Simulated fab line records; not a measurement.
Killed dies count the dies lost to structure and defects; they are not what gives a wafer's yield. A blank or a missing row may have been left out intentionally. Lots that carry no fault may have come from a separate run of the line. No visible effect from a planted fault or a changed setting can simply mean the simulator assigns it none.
Which tool did it? / flow nandHarc / 6 lots, 18 wafers sampled, at 5 steps of a route of 1159

== WHAT EACH GAUGE READ, for each wafer ==
NHARC_END_SORT_01.
lot=L884; measured=day 24 01:02; on=prober-02; killedAtArray=32 38 672

== WHAT TOOL EACH LOT RAN ON (gives the tool, then ch and the chambers of the sampled wafers, and finally the start) ==
lot=L865; NHARC_A_WL_FILL_ALD_00=aldHk-02 ch 0,1,3, day 15 07:49; NHARC_A_WL_FILL_STRIP_27=plasmaAsher-01 ch 0,1, day 15 14:20; NHARC_A_WL_FILL_ETCHBACK_16=rieDiel-02 ch 0,3, day 16 00:07; NHARC_A_WL_FILL_STRIP_29=rieDiel-02 ch 1,2,3, day 16 00:13
lot=L869; NHARC_A_WL_FILL_ALD_00=aldHk-01 ch 0,1,3, day 15 17:13; NHARC_A_WL_FILL_STRIP_27=plasmaAsher-01 ch 0,1, day 16 00:53; NHARC_A_WL_FILL_ETCHBACK_16=rieDiel-02 ch 1,2,3, day 16 10:49; NHARC_A_WL_FILL_STRIP_29=rieDiel-02 ch 0,1,2, day 16 10:53
lot=L874; NHARC_A_WL_FILL_ALD_00=aldHk-03 ch 0,2, day 17 11:59; NHARC_A_WL_FILL_STRIP_27=plasmaAsher-01 ch 0,1, day 17 17:05; NHARC_A_WL_FILL_ETCHBACK_16=rieDiel-10 ch 0,1, day 18 02:57; NHARC_A_WL_FILL_STRIP_29=rieDiel-10 ch 0,1,2, day 18 03:30
lot=L877; NHARC_A_WL_FILL_ALD_00=aldHk-03 ch 1,2, day 17 19:49; NHARC_A_WL_FILL_STRIP_27=plasmaAsher-02 ch 0, day 18 01:04; NHARC_A_WL_FILL_ETCHBACK_16=rieDiel-02 ch 0,2, day 18 11:58; NHARC_A_WL_FILL_STRIP_29=rieDiel-02 ch 1,2,3, day 18 12:04
lot=L884; NHARC_A_WL_FILL_ALD_00=aldHk-02 ch 0,2,3, day 19 03:50; NHARC_A_WL_FILL_STRIP_27=plasmaAsher-02 ch 0,1, day 19 11:35; NHARC_A_WL_FILL_ETCHBACK_16=rieDiel-02 ch 0,2,3, day 19 22:01; NHARC_A_WL_FILL_STRIP_29=rieDiel-02 ch 0,2,3, day 19 22:06
lot=L887; NHARC_A_WL_FILL_ALD_00=aldHk-03 ch 0,2,3, day 20 20:23; NHARC_A_WL_FILL_STRIP_27=plasmaAsher-02 ch 0,1, day 21 01:11; NHARC_A_WL_FILL_ETCHBACK_16=rieDiel-09 ch 0,2,3, day 21 11:01; NHARC_A_WL_FILL_STRIP_29=rieDiel-09 ch 1,2,3, day 21 11:05
- NHARC_A_WL_FILL_ALD_00: deposits Al2O3, target thk 3 nm, pulse time 3 s, ald cycles 30.
- NHARC_A_WL_FILL_STRIP_27: strips in N2/H2, time 20 s.
- NHARC_A_WL_FILL_ETCHBACK_16: etches the open film in C4F8/O2/Ar, target depth 88 nm, time 17.6 s.
- NHARC_A_WL_FILL_STRIP_29: strips in O2, time 20 s.

== THE ANSWER, worked out from the rows above alone ==
Rule: usual is defined by the lots themselves. Put in order of their means at a reading, lots are off if they are a third of the lots or fewer, leave a main group of 4 or more, and stand apart from it by a gap of 3 or more times the standard deviation of the main group's means; of several such gaps the widest counts. A main group whose means are all the same, to the digits that the tables above print for the reading, isn't used. Also off: a lot with no number at a reading for which 4 or more lots have one. The other lots that the step has rows for count as sound.
None of the lots is off at any reading shown; this tells nothing.

== WHAT WAS PUT IN BY THE SIMULATOR ==
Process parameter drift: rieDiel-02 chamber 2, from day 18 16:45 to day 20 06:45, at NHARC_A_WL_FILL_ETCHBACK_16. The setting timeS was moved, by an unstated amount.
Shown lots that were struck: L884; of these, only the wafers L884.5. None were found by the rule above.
